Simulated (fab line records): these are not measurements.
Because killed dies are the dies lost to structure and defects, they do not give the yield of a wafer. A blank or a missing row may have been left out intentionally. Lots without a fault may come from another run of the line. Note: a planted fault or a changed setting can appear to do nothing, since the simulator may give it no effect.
fab line records	flow nand_harc
[record] lots = 5	wafers = 15	last_day = 33
route steps=1302 shown A_CHANNEL_HOLE_D1@484 A_CHANNEL_FILL_D1@490 A_DECK1_JOINT@518 END@1302
lots untouched by any fault: they come from a run of this same line in which no faults occurred
start_h: start of the lot's first displayed wafer, in hours after the record's first day	wait_h: time in hours since the lot's previous step	" as in the row above	L1.1+2: a single row standing in for several wafers	- no value, or no start given	* or withheld: withheld	< > ~ a bound
route shown NAME@n: a module of which the file shows steps, and the number in the route of the first	usual: mean and standard deviation over wafers with no fault	same: alike in all rows	chamber/n: place in a boat	sites: per-site readings	_std_site: how widely they spread, as a standard deviation	_edge_site: outer sites' mean less inner sites'	radius_mm: how far each site lies from the wafer's centre	mask NAME#n: copy n	behind: tool/chamber where the wafer was last shaped	hold: what put the lot on hold/how long, in hours/how the hold closed	device: which transistor (n, p or np) failed to switch	end of line: at the end of the route, the tests of the same wafers	a step given without rows: its recipe and nothing more	killed: not the wafer's yield, but the dies lost to structure and defects at the first sort	map: per-die view of a wafer (x killed, . not killed, _ where there is no die)
set.NAME: the run value of the setting; set.NAME@STEP: its run value at that earlier step	model.NAME: the simulator's own value behind a step, which no gauge read
certain route steps with their lots: each step a table, each wafer a row
services: from which hour (start_h, from the record's first day; less than 0 if before it) a tool's chamber was out of use, for how many hours, and why
[[steps]]
[step NHARC_A_CHANNEL_HOLE_D1_STRIP_27]
[recipe] o2_flow_sccm = 500	ar_flow_sccm = 0	bias_w = 0	chemistry = O2
[usual] drypump_motor_current_A = 5.8/0.42	oes_product_au = 0.998/0.01	rf_vpp_V = 57.8/0.81	showerhead_plenum_p_Torr = 3.50/0.15	throttle_valve_pct = 17.036/0.01
lot.wafer	tool	chamber	start_h	wait_h	drypump_motor_current_A	oes_product_au	rf_hours_counter_h	rf_vpp_V	showerhead_plenum_p_Torr	throttle_valve_pct
L918.1	rie_diel-10	0	-	-	6.3	0.993	36	56.9	3.53	17.023
L918.4	"	1	"	"	6.1	1.006	40	57.3	3.47	17.013
L918.2	"	2	"	"	5.5	1.013	43	56.2	3.33	17.041
L920.2	rie_diel-03	3	-	-	6.5	0.982	9	56.9	3.61	17.045
L920.1	"	0	"	"	5.4	0.991	10	57.4	3.30	17.029
L920.6	"	3	"	"	6.4	0.981	-	59.1	3.61	17.053
L930.1	rie_diel-03	2	-	-	5.6	0.998	3	57.0	3.43	17.046
L930.4	"	0	"	"	5.4	1.006	-	58.9	3.29	17.034
L930.5	"	2	"	"	5.6	0.989	-	57.9	3.43	17.037
L938.1	rie_diel-03	1	-	-	5.4	0.996	10	59.2	3.74	17.052
L938.3	"	2	"	"	5.6	1.002	10	58.1	3.42	17.041
L938.6	"	2	"	"	5.6	1.002	-	57.8	3.42	17.044
L939.4	rie_diel-10	0	-	-	6.3	1.002	53	58.4	3.49	17.043
L939.2	"	1	"	"	6.2	0.994	44	57.8	3.44	17.043
L939.6	"	3	"	"	6.2	1.000	-	58.2	3.57	17.041
[step NHARC_A_CHANNEL_HOLE_D1_PRECLEAN_28]
[recipe] time_s = *	temp_c = 50	bath_age_min = 0	chemistry = SC1
[step NHARC_A_CHANNEL_HOLE_D1_SRD_29]
[step NHARC_A_CHANNEL_HOLE_D1_CD_MEAS_30]
[usual] cd_nm = 90.3/1.4
lot.wafer	tool	chamber	start_h	wait_h	cd_nm
L918.1	cd_sem-03	-	202.04	-	89.6
L918.2	"	-	"	"	89.2
L918.4	"	-	"	"	89.1
L920.1	cd_sem-03	-	225.36	-	89.0
L920.2	"	-	"	"	91.6
L920.6	"	-	"	"	90.5
L930.1	cd_sem-01	-	330.91	-	88.6
L930.4	"	-	"	"	92.3
L930.5	"	-	"	"	90.2
L938.1	cd_sem-02	-	404.94	-	92.4
L938.3	"	-	"	"	89.3
L938.6	"	-	"	"	90.4
L939.2	cd_sem-01	-	414.70	-	90.4
L939.4	"	-	"	"	90.7
L939.6	"	-	"	"	89.9
[step NHARC_A_CHANNEL_HOLE_D1_XSEM_31]
[recipe] landing_energy_ev = 35000
[step NHARC_A_CHANNEL_HOLE_D1_INSPECT_40]
[usual] raw_defect_count = 74/29
lot.wafer	tool	chamber	start_h	wait_h	raw_defect_count
L918.1	defect_inspect-01	-	202.23	-	86
L918.2	"	-	"	"	83
L918.4	"	-	"	"	85
L920.1	defect_inspect-02	-	225.56	-	99
L920.2	"	-	"	"	98
L920.6	"	-	"	"	123
L930.1	defect_inspect-01	-	331.10	-	64
L930.4	"	-	"	"	65
L930.5	"	-	"	"	68
L938.1	defect_inspect-02	-	405.12	-	50
L938.3	"	-	"	"	38
L938.6	"	-	"	"	39
L939.2	defect_inspect-01	-	414.88	-	62
L939.4	"	-	"	"	59
L939.6	"	-	"	"	83
[step NHARC_A_CHANNEL_FILL_D1_PRECLEAN_00]
[recipe] time_s = *	temp_c = 50	bath_age_min = 0	chemistry = SC1
[step NHARC_A_CHANNEL_FILL_D1_SRD_01]
[step NHARC_A_CHANNEL_FILL_D1_ALD_02]
[recipe] target_thk_a = 60	pulse_time_s = 10	ald_cycles = 60	temp_c = 300	material = SiO2
[step NHARC_A_CHANNEL_FILL_D1_ALD_03]
[recipe] target_thk_a = 60	pulse_time_s = 60	ald_cycles = 58	temp_c = 630	pressure_torr = 2	material = SiNx
[step NHARC_A_CHANNEL_FILL_D1_ALD_14]
[recipe] target_thk_a = 25	pulse_time_s = 10	ald_cycles = 25	temp_c = 300	material = SiO2
[step NHARC_A_CHANNEL_FILL_D1_ALD_15]
[recipe] target_thk_a = 20	pulse_time_s = 60	ald_cycles = 19	temp_c = 630	pressure_torr = 2	material = SiNx
[usual] precursor_pulse_height_rel = 1.001/0.022
lot.wafer	tool	chamber	start_h	wait_h	precursor_pulse_height_rel
L918.1	ald_sin_batch-02	0	-	-	0.998
L918.2	"	0	"	"	1.048
L918.4	"	0	"	"	1.043
L920.1	ald_sin_batch-01	0	-	-	1.020
L920.2	"	0	"	"	0.995
L920.6	"	0	"	"	0.989
L930.1	ald_sin_batch-02	0	-	-	1.036
L930.4	"	0	"	"	1.006
L930.5	"	0	"	"	1.001
L938.1	ald_sin_batch-01	0	-	-	1.017
L938.3	"	0	"	"	0.994
L938.6	"	0	"	"	0.984
L939.2	ald_sin_batch-02	0	-	-	0.995
L939.4	"	0	"	"	0.982
L939.6	"	0	"	"	1.012
[step NHARC_A_CHANNEL_FILL_D1_ALD_16]
[recipe] target_thk_a = 15	pulse_time_s = 10	ald_cycles = 15	temp_c = 300	material = SiO2
[usual] heater_power_w = 478/56	precursor_pulse_height_rel = 1.000/0.019
lot.wafer	tool	chamber	start_h	wait_h	heater_power_w	precursor_pulse_height_rel
L918.2	ald_hk-01	1	212.04	0.0	477	0.971
L918.1	"	3	"	"	452	1.009
L918.4	"	0	"	"	481	1.010
L920.1	ald_hk-02	1	240.29	3.1	515	1.016
L920.2	"	3	"	"	425	1.006
L920.6	"	1	"	"	525	0.992
L930.1	ald_hk-01	0	342.55	0.2	499	1.007
L930.4	"	2	"	"	576	1.019
L930.5	"	0	"	"	492	0.976
L938.3	ald_hk-03	3	418.91	1.5	566	1.005
L938.1	"	0	"	"	477	1.009
L938.6	"	3	"	"	574	0.959
L939.2	ald_hk-02	2	427.27	0.1	504	1.008
L939.4	"	3	"	"	405	1.022
L939.6	"	2	"	"	505	0.997
[step NHARC_A_CHANNEL_FILL_D1_ANNEAL_17]
[recipe] temp_c = 850	time_s = 1800
[step NHARC_A_CHANNEL_FILL_D1_CVD_18]
[recipe] target_thk_a = 30	temp_c = 550	material = poly-Si
[step NHARC_A_CHANNEL_FILL_D1_ETCHBACK_19]
[recipe] target_depth_a = 50	time_s = 1.7	hbr_flow_sccm = 150	cl2_flow_sccm = 50	rf_w = 400	icp_w = 400	bias_w = 100	chemistry = HBr/Cl2
[step NHARC_A_CHANNEL_FILL_D1_ETCHBACK_20]
[recipe] target_depth_a = 270	time_s = 13.5	c4f8_flow_sccm = withheld	o2_flow_sccm = 8	ar_flow_sccm = withheld	rf_w = 600	bias_w = 1500	chemistry = C4F8/O2/Ar
[usual] oes_product_au = 0.95/0.035	rf_vpp_V = 977/6
lot.wafer	tool	chamber	start_h	wait_h	oes_product_au	rf_hours_counter_h	rf_vpp_V
L918.1	rie_diel-12	3	224.29	-	0.92	6.8	979
L918.2	"	0	"	"	0.92	8.4	975
L918.4	"	1	"	"	0.92	8.2	970
L920.2	rie_diel-12	0	253.95	-	0.93	8.9	975
L920.1	"	3	"	"	0.93	7.4	979
L920.6	"	3	"	"	0.93	-	978
L930.4	rie_diel-09	1	354.46	-	0.91	0.4	986
L930.1	"	2	"	"	0.92	0.4	969
L930.5	"	0	"	"	0.91	-	976
L938.3	rie_diel-09	0	431.10	-	0.92	3.5	975
L938.1	"	3	"	"	0.98	3.9	969
L938.6	"	0	"	"	0.91	-	978
L939.4	rie_diel-09	2	440.41	-	0.93	3.9	967
L939.2	"	3	"	"	0.93	4.1	969
L939.6	"	3	"	"	0.94	-	971
[step NHARC_A_CHANNEL_FILL_D1_STRIP_28]
[recipe] time_s = 20	o2_flow_sccm = 500	ar_flow_sccm = 0	bias_w = 0	chemistry = O2
[step NHARC_A_CHANNEL_FILL_D1_PRECLEAN_21]
[recipe] time_s = 30	chemistry = dHF
[step NHARC_A_CHANNEL_FILL_D1_SRD_23]
[step NHARC_A_CHANNEL_FILL_D1_CVD_05]
[recipe] target_thk_a = 50	temp_c = 550	material = poly-Si
[step NHARC_A_CHANNEL_FILL_D1_ANNEAL_22]
[recipe] temp_c = 620	time_s = 7200
[step NHARC_A_CHANNEL_FILL_D1_ALD_25]
[recipe] target_thk_a = 600	pulse_time_s = 10	ald_cycles = 600	temp_c = 300	material = SiOx
[usual] heater_power_w = 487/61	precursor_pulse_height_rel = 1.000/0.02
lot.wafer	tool	chamber	start_h	wait_h	heater_power_w	precursor_pulse_height_rel
L918.4	ald_hk-03	0	237.39	0.7	452	0.996
L918.2	"	1	"	"	400	1.011
L918.1	"	2	"	"	548	0.984
L920.1	ald_hk-03	2	269.44	0.7	551	1.003
L920.2	"	0	270.66	1.9	447	1.020
L920.6	"	1	"	"	412	0.994
L930.4	ald_hk-02	0	367.92	1.3	406	0.994
L930.1	"	1	"	"	507	0.988
L930.5	"	3	369.73	3.1	417	1.000
L938.3	ald_hk-03	0	442.97	0.1	475	0.985
L938.1	"	3	444.80	1.9	559	1.004
L938.6	"	1	446.02	3.1	430	1.036
L939.4	ald_hk-02	0	454.22	0.7	413	0.986
L939.2	"	1	"	"	508	0.978
L939.6	"	3	456.06	2.5	414	0.986
[step NHARC_A_CHANNEL_FILL_D1_ETCHBACK_08]
[recipe] target_depth_a = 2200	time_s = 110	c4f8_flow_sccm = 20	ar_flow_sccm = withheld	rf_w = 600	bias_w = 300	chemistry = C4F8
[step NHARC_A_CHANNEL_FILL_D1_STRIP_29]
[recipe] time_s = 20	o2_flow_sccm = 500	ar_flow_sccm = 0	bias_w = 0	chemistry = O2
[step NHARC_A_CHANNEL_FILL_D1_PRECLEAN_30]
[recipe] time_s = 30	chemistry = dHF
[step NHARC_A_CHANNEL_FILL_D1_SRD_31]
[step NHARC_A_CHANNEL_FILL_D1_CVD_09]
[recipe] target_thk_a = 1500	temp_c = 620	pressure_mtorr = 200	time_s = 3000	material = poly-Si
[step NHARC_A_CHANNEL_FILL_D1_CMP_10]
[recipe] target_thk_nm = 150
[usual] motor_current_A = 11.5/0.94	time_to_endpoint_s = 14.8/2.3
lot.wafer	tool	chamber	start_h	wait_h	motor_current_A	time_to_endpoint_s
L918.4	cmp-03	2	248.23	0.4	12.0	15.9
L918.2	"	3	"	"	11.6	18.0
L918.1	"	1	"	"	10.8	16.7
L920.1	cmp-01	3	280.02	0.4	12.1	16.3
L920.2	"	2	"	"	11.6	18.5
L920.6	"	3	"	"	11.4	18.6
L930.1	cmp-04	2	378.00	0.4	9.9	15.8
L930.4	"	3	"	"	14.1	12.9
L930.5	"	0	"	"	11.9	15.5
L938.3	cmp-01	2	454.39	0.4	12.6	18.2
L938.1	"	0	"	"	12.4	13.4
L938.6	"	2	"	"	11.9	16.8
L939.2	cmp-01	3	464.93	0.4	11.5	15.4
L939.4	"	2	"	"	11.1	15.6
L939.6	"	0	"	"	12.1	11.2
[step NHARC_A_CHANNEL_FILL_D1_SRD_12]
[step NHARC_A_DECK1_JOINT_ETCHBACK_07]
[recipe] target_depth_a = 1050	time_s = 26.9	hbr_flow_sccm = 150	rf_w = 350	icp_w = 350	bias_w = 60	chemistry = HBr
[step NHARC_A_DECK1_JOINT_ETCH_25]
[recipe] target_depth_a = 5	chemistry = dHF	material = SiO2
[step NHARC_A_DECK1_JOINT_ETCH_19]
[recipe] temp_c = 25	target_depth_a = 30	chemistry = TMAH	material = poly-Si
[step NHARC_A_DECK1_JOINT_ETCH_18]
[recipe] target_depth_a = 30	chemistry = dHF	material = SiO2
[step NHARC_A_DECK1_JOINT_WET_08]
[recipe] temp_c = 160	time_s = 86	chemistry = H3PO4
[step NHARC_A_DECK1_JOINT_ETCH_09]
[recipe] target_depth_a = 50	chemistry = dHF	material = SiO2
[step NHARC_A_DECK1_JOINT_WET_10]
[recipe] temp_c = 160	time_s = 86	chemistry = H3PO4
[step NHARC_A_DECK1_JOINT_ETCH_11]
[recipe] target_depth_a = 350	chemistry = dHF	material = SiO2
[step NHARC_END_SORT_01]
[recipe] temp_c = 25
[usual] killed_at_array = 53/20	killed_at_other = 1/1.2	killed_at_periphery = 3.7/2.6	killed_dies = 58/20	killed_open = 3.5/1.8	killed_short = 2.4/1.7
[same] gross_dies = 677
lot.wafer	tool	chamber	start_h	wait_h	killed_at_array	killed_at_other	killed_at_periphery	killed_dies	killed_open	killed_short
L930.4	prober-01	0	698.95	3.4	114	0	4	118	2	1
// killed by level:class
L930.4 A_CHANNEL_FILL_D1:unspecified=76 A_SLIT:chamber_film_flake=29 A_CHANNEL_HOLE_D1:chamber_film_flake=3 P_ZERO_WELL:chamber_film_flake=2 A_CONTACT:chamber_film_flake=2 A_BLC:chamber_film_flake=2 P_GATE:geometric_particle:short=1 A_ONON_D2:geometric_particle:open=1
// map L930.4 (x killed, . not)
____________.____________
_________......._________
_______..........._______
______.............______
_____...........x..._____
____.................____
____.................____
___...................___
___...................___
__.....................__
__.....................__
_......................._
_......................._
_.......x...........x..._
_.......x..............._
_x...xx................._
.....xx.xx...............
....xxxxxxx..............
....xxxxxx..x............
...xxxxxxxx..............
....xxxxxxx.x........x...
_..xxxxxxxx............._
_...xxxxxxxxx.....xx...._
_...xxxxxxxx.......xxx.._
_...xxxxx.x.......xxxxxx_
_....xxx.x........xxxx.x_
__....xxxxx......xxxxxx__
__.....x.........x.xx.x__
___....x..x........xxx___
___.x................x___
____.............xx..____
____.................____
_____..............._____
______.............______
_______..........._______
_________......._________
____________.____________
// map L918.2 (x killed, . not)
____________.____________
_________......._________
_______....x......_______
______.............______
_____..............._____
____.................____
____...x.............____
___..x..x.............___
___...x...............___
__xxxxxxx..............__
__..xxxx.x.............__
_.x.xxxxx....x...x......_
_..xxxxxxx.............._
_..xxxxx.x.............._
_...xxx.x..............._
_....xxx.x.............._
.....xx.x................
.........................
......................x..
......x.......x..........
...................x.....
_......................._
_......................._
_....................x.._
_.........x.......xxxx.._
_.................x..x.._
__..............x.xxx..__
__...............x.xxxx__
___....x..........x.x.___
___................x..___
____................x____
____.................____
_____..............._____
______.............______
_______..........._______
_________......._________
____________.____________
[[services]]
tool	chamber	start_h	hours	kind
rie_diel-12	2	177.44	4.0	repair
rie_diel-12	3	178.27	6.6	repair
cmp-01	-	185.52	4.0	pm
rie_diel-10	-	186.86	0.5	repair
ald_hk-03	-	212.00	10.0	pm
cmp-01	-	241.35	5.8	repair
rie_diel-10	-	248.53	9.0	pm
rie_diel-12	1	253.92	16.9	repair
cmp-01	-	258.55	0.8	repair
ald_sin_batch-02	-	267.77	26.0	pm
rie_diel-03	-	281.44	9.0	pm
cmp-01	-	283.52	4.0	pm
rie_diel-03	-	303.67	5.1	repair
rie_diel-09	-	320.10	9.0	pm
rie_diel-03	3	327.46	13.9	repair
ald_hk-02	-	355.26	10.0	pm
ald_hk-03	-	360.29	0.5	repair
rie_diel-09	1	360.52	14.0	repair
cmp-01	-	375.28	2.6	repair
cmp-01	-	381.52	4.0	pm
ald_hk-03	-	390.00	10.0	pm
cmp-01	-	433.38	2.4	repair
rie_diel-03	-	458.54	9.0	pm
cmp-01	-	459.02	1.3	repair
[[key]]
[first_sign] step = NHARC_END_SORT_01	reading = killed_at_array	direction = up	sigmas = 3.1	usual = 53	struck = 114
[effect] step = NHARC_END_SORT_01	reading = killed_dies	direction = up	sigmas = 3	usual = 58	struck = 118
[more_kills_born_at] NHARC_A_CHANNEL_FILL_D1_ALD_16@ald_hk-01 = 76
met_at NHARC_A_CHANNEL_FILL_D1_ALD_16
struck_wafers L930.4
tester_left_out L930
[fault] kind = chamber_particle_source	tool = ald_hk-01	chamber = 2	onset_h = 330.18	steps = NHARC_A_CHANNEL_FILL_D1_ALD_16	rate_per_visit_cm2 = 0.46624	end_h = 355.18
// tester_left_out: of these lots the tester's yield and bins aren't shown, on N5 and GAA mostly nor the transistor test; their killed dies are dies lost to structure and defects alone, not to doping, threshold or leakage, so they don't give the yield
